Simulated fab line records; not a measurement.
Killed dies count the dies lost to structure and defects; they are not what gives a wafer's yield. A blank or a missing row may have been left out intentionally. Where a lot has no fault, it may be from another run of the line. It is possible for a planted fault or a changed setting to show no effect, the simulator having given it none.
fab line records | flow nand_harc
[record] lots = 13 wafers = 39 last_day = 24
route steps=1159 shown P_GATE@210 P_CONTACT@218 END@1159
lots untouched by any fault: they come from a run of this same line in which no faults occurred
start_h: hours from the record's first day to the start of the lot's first wafer shown | wait_h: time in hours since the lot's previous step | " as in the row above | L1.1+2: several wafers, shown together as one row | - no value, or no start was given | * or withheld: withheld | < > ~ a bound
route shown NAME@n: names a module that has steps shown in the file, with the first one's number in the route | usual: mean/standard deviation taken from wafers without a fault | same: alike in all rows | chamber/n: place in a boat | sites: each site's reading | _std_site: standard deviation across them | _edge_site: the outer-site mean with the inner-site mean subtracted | radius_mm: for every site, how far away it sits from the centre of the wafer | mask NAME#n: copy n | behind: the tool/chamber that last shaped the wafer | hold: the reason the lot was held/the length of the hold in hours/how it ended | device: the n, p or np transistor that did not switch | end of line: at the end of the route, the tests of the same wafers | step lacking rows: just its recipe | killed: dies that structure and defects cost at the first sort, which is not the same as the wafer's yield | map: per-die view of a wafer (x killed, . not killed, _ where there is no die)
set.NAME: setting as actually run; set.NAME@STEP: the setting as run at that earlier step | model.NAME: the simulator's own value behind a step, which no gauge read
the route's steps for a sample of lots (tables are steps, rows are wafers)
services: when a tool's chamber went out of use (start_h, in hours from the record's first day, below 0 if earlier), for how many hours, and the reason
[[steps]]
[step NHARC_P_GATE_PRE_CLEAN_110]
[recipe] time_s = 30 bias_v = 200 gas = Ar
// columns lot.wafer tool chamber start_h wait_h
L862.3+4+1 pvd_sputter-02 - 108.63 -
L863.3+6+5 pvd_sputter-01 - 120.73 -
L865.1+4+5 pvd_sputter-02 - 130.95 -
L866.4+3+2 pvd_sputter-02 - 132.99 -
L868.1+2+4 pvd_sputter-02 - 150.17 -
L873.3+4+6 pvd_sputter-01 - 184.09 -
L875.2+4+5 pvd_sputter-01 - 185.80 -
L874.1+2+4 pvd_sputter-03 - 190.53 -
L879.1+2+6 pvd_sputter-02 - 211.01 -
L878.3+4+5 pvd_sputter-02 - 211.83 -
L880.4+3+5 pvd_sputter-03 - 215.89 -
L881.3+4+6 pvd_sputter-03 - 226.46 -
L884.1+3+4 pvd_sputter-02 - 239.37 -
[step NHARC_P_GATE_INSPECT_68]
[usual] raw_defect_count = 184/66
// columns lot.wafer tool chamber start_h wait_h raw_defect_count
L862.1 defect_inspect-01 - 109.54 0.2 172
L862.3 " - " " 186
L862.4 " - " " 200
L863.3 defect_inspect-02 - 121.63 0.1 176
L863.5 " - " " 220
L863.6 " - " " 124
L865.1 defect_inspect-02 - 131.96 0.2 117
L865.4 " - " " 196
L865.5 " - " " 205
L866.2 defect_inspect-02 - 133.91 0.2 744
L866.3 " - " " 775
L866.4 " - " " 815
L868.1 defect_inspect-02 - 151.08 0.2 661
L868.2 " - " " 810
L868.4 " - " " 733
L873.3 defect_inspect-01 - 184.99 0.1 123
L873.4 " - " " 218
L873.6 " - " " 206
L875.2 defect_inspect-01 - 186.70 0.1 130
L875.4 " - " " 132
L875.5 " - " " 125
L874.1 defect_inspect-02 - 191.43 0.2 158
L874.2 " - " " 293
L874.4 " - " " 270
L879.1 defect_inspect-01 - 212.21 0.2 170
L879.2 " - " " 125
L879.6 " - " " 187
L878.3 defect_inspect-01 - 212.77 0.1 190
L878.4 " - " " 171
L878.5 " - " " 401
L880.3 defect_inspect-01 - 216.94 0.1 297
L880.4 " - " " 153
L880.5 " - " " 271
L881.3 defect_inspect-02 - 227.38 0.1 138
L881.4 " - " " 114
L881.6 " - " " 118
L884.1 defect_inspect-02 - 240.27 0.2 127
L884.3 " - " " 111
L884.4 " - " " 122
[step NHARC_P_CONTACT_DEP_00]
[recipe] target_thk_a = 5000 temp_c = 400 pressure_torr = 6.5 rf_w = 900 teos_flow_sccm = 161.4 flow_sccm = 2650 target_thk_nm = 500 gas = O2 material = SiO2
[usual] chamber_pressure_Torr = 6.502/0.012 heater_power_w = 522/77 throttle_valve_pct = 16.1/0.52
// columns lot.wafer tool chamber start_h wait_h chamber_pressure_Torr heater_power_w throttle_valve_pct
L862.3 pecvd-03 1 - - 6.506 649 16.4
L862.1 " 0 " " 6.483 642 16.1
L862.4 " 0 " " 6.503 641 15.8
L863.3 pecvd-04 1 - - 6.493 440 15.7
L863.5 " 1 " " 6.493 460 15.7
L863.6 " 0 " " 6.508 662 16.7
L865.1 pecvd-03 1 - - 6.496 624 15.8
L865.4 " 0 " " 6.505 546 15.9
L865.5 " 2 " " 6.492 322 15.1
L866.2 pecvd-04 1 - - 6.518 494 15.6
L866.3 " 2 " " 6.502 556 16.0
L866.4 " 1 " " 6.531 491 15.5
L868.2 pecvd-02 0 - - 6.486 493 16.8
L868.1 " 1 " " 6.503 657 15.6
L868.4 " 2 " " 6.484 497 17.1
L873.3 pecvd-03 2 - - 6.501 410 15.0
L873.4 " 0 " " 6.502 558 16.0
L873.6 " 2 " " 6.499 434 14.9
L875.2 pecvd-04 0 - - 6.505 620 16.6
L875.5 " 1 " " 6.509 379 16.0
L875.4 " 2 " " 6.514 575 15.9
L874.1 pecvd-04 2 - - 6.480 563 16.1
L874.2 " 0 " " 6.499 669 16.4
L874.4 " 1 " " 6.500 438 15.8
L879.1 pecvd-04 2 - - 6.514 442 15.7
L879.2 " 1 " " 6.475 495 15.4
L879.6 " 0 " " 6.510 454 16.4
L878.3 pecvd-04 0 - - 6.494 477 16.5
L878.5 " 2 " " 6.497 543 15.5
L878.4 " 0 " " 6.507 523 16.4
L880.3 pecvd-04 2 - - 6.506 433 15.6
L880.4 " 0 " " 6.492 579 16.6
L880.5 " 2 " " 6.518 469 15.6
L881.3 pecvd-04 1 - - 6.493 509 15.8
L881.6 " 0 " " 6.500 597 16.5
L881.4 " 2 " " 6.493 507 15.5
L884.1 pecvd-03 0 - - 6.507 609 16.1
L884.3 " 2 " " 6.512 443 15.0
L884.4 " 2 " " 6.503 326 15.1
[step NHARC_P_CONTACT_CD_MEAS_12]
[recipe] target_cd_nm = 90 landing_energy_ev = 500
[usual] cd_nm = 90.1/0.54
[same] landing_energy_ev = 500
// columns lot.wafer tool chamber start_h wait_h cd_nm
L862.1 cd_sem-01 0 111.03 - 91.1
L862.3 " 0 " " 91.3
L862.4 " 0 " " 91.1
L863.3 cd_sem-02 0 123.48 - 91.0
L863.5 " 0 " " 90.8
L863.6 " 0 " " 90.1
L865.1 cd_sem-02 0 133.57 - 90.5
L865.4 " 0 " " 89.8
L865.5 " 0 " " 90.3
L866.2 cd_sem-01 0 135.53 - 89.3
L866.3 " 0 " " 89.9
L866.4 " 0 " " 89.8
L868.1 cd_sem-03 0 152.70 - 89.8
L868.2 " 0 " " 89.8
L868.4 " 0 " " 90.4
L873.3 cd_sem-02 0 186.61 - 90.3
L873.4 " 0 " " 89.6
L873.6 " 0 " " 89.4
L875.2 cd_sem-02 0 188.86 - 90.5
L875.4 " 0 " " 90.8
L875.5 " 0 " " 90.6
L874.1 cd_sem-03 0 193.04 - 89.5
L874.2 " 0 " " 89.1
L874.4 " 0 " " 89.3
L879.1 cd_sem-02 0 213.71 - 90.4
L879.2 " 0 " " 89.2
L879.6 " 0 " " 90.6
L878.3 cd_sem-02 0 214.27 - 90.2
L878.4 " 0 " " 90.0
L878.5 " 0 " " 90.3
L880.3 cd_sem-02 0 218.45 - 89.7
L880.4 " 0 " " 90.1
L880.5 " 0 " " 90.0
L881.3 cd_sem-03 0 229.00 - 90.0
L881.4 " 0 " " 90.1
L881.6 " 0 " " 89.6
L884.1 cd_sem-01 0 241.90 - 90.4
L884.3 " 0 " " 90.3
L884.4 " 0 " " 90.8
[step NHARC_P_CONTACT_ETCH_36]
[recipe] target_depth_a = 2600 over_etch_frac = 0.25 time_s = 406.25 ion_energy_ev = 200 n2_flow_sccm = 150 h2_flow_sccm = 150 ar_flow_sccm = 0 rf_w = 400 bias_w = 150 chemistry = N2/H2
[usual] drypump_motor_current_A = 5.6/0.41 oes_product_au = 0.999/0.0068 rf_vpp_V = 430.3/2.6 showerhead_plenum_p_Torr = 2.03/0.079 throttle_valve_pct = 14.171/0.0096
// columns lot.wafer tool chamber start_h wait_h drypump_motor_current_A oes_product_au rf_hours_counter_h rf_vpp_V showerhead_plenum_p_Torr throttle_valve_pct
L862.1 rie_diel-04 3 - - 6.0 0.996 16 424.5 1.89 14.170
L862.4 " 0 " " 5.3 1.009 16 429.5 2.05 14.166
L862.3 " 2 " " 6.0 1.004 18 433.3 2.12 14.179
L863.3 rie_diel-04 2 - - 6.0 0.997 1 432.8 2.12 14.158
L863.6 " 2 " " 6.0 1.001 - 433.2 2.12 14.182
L863.5 " 3 " " 6.0 1.011 - 426.4 1.89 14.158
L865.1 rie_diel-04 3 - - 6.0 1.005 1 426.4 1.89 14.174
L865.5 " 1 " " 5.0 0.987 - 432.3 2.06 14.176
L865.4 " 3 " " 6.0 0.998 - 426.5 1.89 14.181
L866.2 rie_diel-04 3 - - 6.0 1.001 1 425.4 1.89 14.175
L866.3 " 2 " " 6.0 0.989 1 433.6 2.12 14.171
L866.4 " 1 " " 5.0 0.987 - 431.5 2.06 14.165
L868.4 rie_diel-04 3 - - 6.0 1.006 4 424.8 1.89 14.182
L868.2 " 0 " " 5.4 1.004 2 430.3 2.05 14.182
L868.1 " 1 " " 5.0 0.992 3 430.3 2.06 14.159
L873.3 rie_diel-04 3 - - 6.0 1.009 6 426.8 1.89 14.159
L873.4 " 0 " " 5.3 1.015 6 429.4 2.05 14.173
L873.6 " 3 " " 6.0 1.001 - 424.6 1.89 14.177
L875.2 rie_diel-13 1 - - 5.8 1.006 9 430.2 2.08 14.163
L875.4 " 3 " " 6.0 1.012 7 432.8 2.09 14.181
L875.5 " 1 " " 5.8 1.004 - 429.9 2.08 14.154
L874.1 rie_diel-13 3 - - 6.0 1.004 7 432.4 2.09 14.172
L874.4 " 0 " " 5.5 0.998 8 432.5 2.09 14.175
L874.2 " 2 " " 5.3 1.010 9 425.9 1.94 14.166
L879.1 rie_diel-13 1 - - 5.8 0.995 11 431.6 2.08 14.179
L879.2 " 2 " " 5.3 0.988 11 429.7 1.94 14.173
L879.6 " 1 " " 5.8 0.985 - 431.9 2.08 14.150
L878.4 rie_diel-04 1 - - 5.0 0.988 10 430.7 2.06 14.177
L878.3 " 3 " " 6.0 0.999 8 425.2 1.89 14.187
L878.5 " 0 " " 5.4 1.004 - 429.8 2.05 14.171
L880.3 rie_diel-09 2 - - 4.9 1.004 47 431.0 2.03 14.191
L880.4 " 0 " " 5.1 1.002 49 430.3 2.05 14.185
L880.5 " 3 " " 5.5 0.998 - 425.9 1.88 14.171
L881.4 rie_diel-13 2 - - 5.2 1.003 12 428.1 1.94 14.171
L881.3 " 3 " " 6.0 1.008 10 431.3 2.09 14.175
L881.6 " 2 " " 5.3 0.998 - 430.4 1.94 14.164
L884.4 rie_diel-04 2 - - 6.1 1.003 12 433.1 2.12 14.155
L884.1 " 3 " " 6.0 0.997 10 426.7 1.89 14.180
L884.3 " 1 " " 5.0 0.990 13 430.2 2.06 14.174
[step NHARC_END_SORT_01]
[recipe] temp_c = 25
[usual] killed_at_array = 27/10 killed_at_other = 0.6/1 killed_at_periphery = 3.4/2.7 killed_dies = 31/9.7 killed_open = 3.4/1.7 killed_short = 2.2/1.5
[same] gross_dies = 677
// columns lot.wafer tool chamber start_h wait_h killed_at_array killed_at_other killed_at_periphery killed_dies killed_open killed_short
L866.2 prober-02 0 466.91 2.8 18 0 82 100 4 3
L866.3 prober-02 0 467.72 3.1 17 0 82 99 2 0
L866.4 prober-02 0 468.52 3.4 31 0 88 119 3 2
L868.1 prober-02 0 473.88 2.5 8 1 88 97 3 0
L868.2 prober-02 0 474.69 2.8 16 0 82 98 2 5
L868.4 prober-02 0 476.30 3.4 17 0 86 103 8 5
// killed by level:class
L866.2 P_GATE:unspecified=73 A_CHANNEL_HOLE_D1:chamber_film_flake=10 P_ZERO_WELL:chamber_film_flake=6 A_ONON_D1:geometric_particle:short=2 P_STI:geometric_particle:short=1 P_M0:geometric_particle:open=1 A_WL_FILL:geometric_particle:open=1 A_CONTACT:geometric_particle:open=1
L866.3 P_GATE:unspecified=73 P_ZERO_WELL:chamber_film_flake=9 A_CHANNEL_HOLE_D1:chamber_film_flake=8 A_CHANNEL_FILL_D1:chamber_film_flake=2 A_STAIRCASE:chamber_film_flake=2 A_SLIT:chamber_film_flake=2 A_ONON_D1:geometric_particle:open=1 A_M0:geometric_particle:open=1
L866.4 P_GATE:unspecified=85 A_CHANNEL_HOLE_D1:chamber_film_flake=20 P_ZERO_WELL:chamber_film_flake=2 A_CHANNEL_FILL_D1:chamber_film_flake=2 A_M0:chamber_film_flake=2 A_ONON_D1:geometric_particle:open=1 A_ONON_D1:geometric_particle:short=1 A_M0:geometric_particle:open=1
L868.1 P_GATE:unspecified=86 A_STAIRCASE:chamber_film_flake=4 A_WL_FILL:geometric_particle:open=1 A_BLC:geometric_particle:open=1 A_M0:geometric_particle:open=1 P_CONTACT:chamber_film_flake=1 P_M0:chamber_film_flake=1 A_WL_FILL:chamber_film_flake=1
L868.2 P_GATE:unspecified=81 A_CHANNEL_HOLE_D1:chamber_film_flake=4 A_ONON_D1:geometric_particle:short=3 A_M1:chamber_film_flake=2 A_SOURCE_PLATE:geometric_particle:short=1 A_CHANNEL_FILL_D1:geometric_particle:open=1 A_WL_FILL:geometric_particle:short=1 A_M0:geometric_particle:open=1
L868.4 P_GATE:unspecified=81 A_CHANNEL_HOLE_D1:chamber_film_flake=5 A_ONON_D1:geometric_particle:open=3 A_CHANNEL_FILL_D1:geometric_particle:short=2 P_ZERO_WELL:chamber_film_flake=2 P_M0:geometric_particle:open=1 P_M2:geometric_particle:open=1 A_SOURCE_PLATE:geometric_particle:open=1
[[services]]
// columns tool chamber start_h hours kind
pecvd-03 0 89.28 6.4 repair
rie_diel-09 3 89.35 9.6 repair
rie_diel-04 0 90.95 - clean
pvd_sputter-02 - 92.15 3.7 repair
rie_diel-13 - 99.00 9.0 pm
pvd_sputter-03 - 102.00 10.0 pm
pecvd-03 - 111.58 13.0 pm
rie_diel-04 - 111.90 9.0 pm
rie_diel-13 - 113.22 1.3 repair
rie_diel-13 3 120.60 16.8 repair
rie_diel-04 0 128.57 15.5 repair
rie_diel-09 3 131.37 4.8 repair
pecvd-02 - 153.00 13.0 pm
pvd_sputter-01 - 158.05 10.0 pm
pvd_sputter-03 - 162.06 2.9 repair
rie_diel-04 3 167.13 13.6 repair
pecvd-02 - 191.04 1.7 repair
pecvd-04 - 195.00 13.0 pm
rie_diel-04 - 205.11 3.9 repair
pecvd-04 - 208.73 1.2 repair
pvd_sputter-02 - 214.00 10.0 pm
rie_diel-04 2 214.75 5.5 repair
pvd_sputter-03 - 221.09 3.8 repair
rie_diel-04 2 236.48 1.3 repair
[[key]]
[first_sign] step = NHARC_P_GATE_INSPECT_68 reading = raw_defect_count direction = up sigmas = 8.6 usual = 184 struck = 756
[effect] step = NHARC_END_SORT_01 reading = killed_at_periphery direction = up sigmas = 30 usual = 3.4 struck = 84.7
[more_kills_born_at] NHARC_P_GATE_PRE_CLEAN_110@pvd_sputter-02 = 479
met_at NHARC_P_GATE_PRE_CLEAN_110
struck_lots L866,L868
tester_left_out L866,L868
not_acting_at NHARC_P_CONTACT_DEP_00,NHARC_P_CONTACT_CD_MEAS_12,NHARC_P_CONTACT_ETCH_36
onset_between 130.95 132.99
[fault] kind = chamber_particle_source tool = pvd_sputter-02 chamber = - onset_h = 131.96 steps = NHARC_P_GATE_PRE_CLEAN_110 rate_per_visit_cm2 = 0.90562 end_h = 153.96
// tester_left_out: of these lots the tester's yield and bins aren't shown, on N5 and GAA mostly nor the transistor test; their killed dies are dies lost to structure and defects alone, not to doping, threshold or leakage, so they don't give the yield
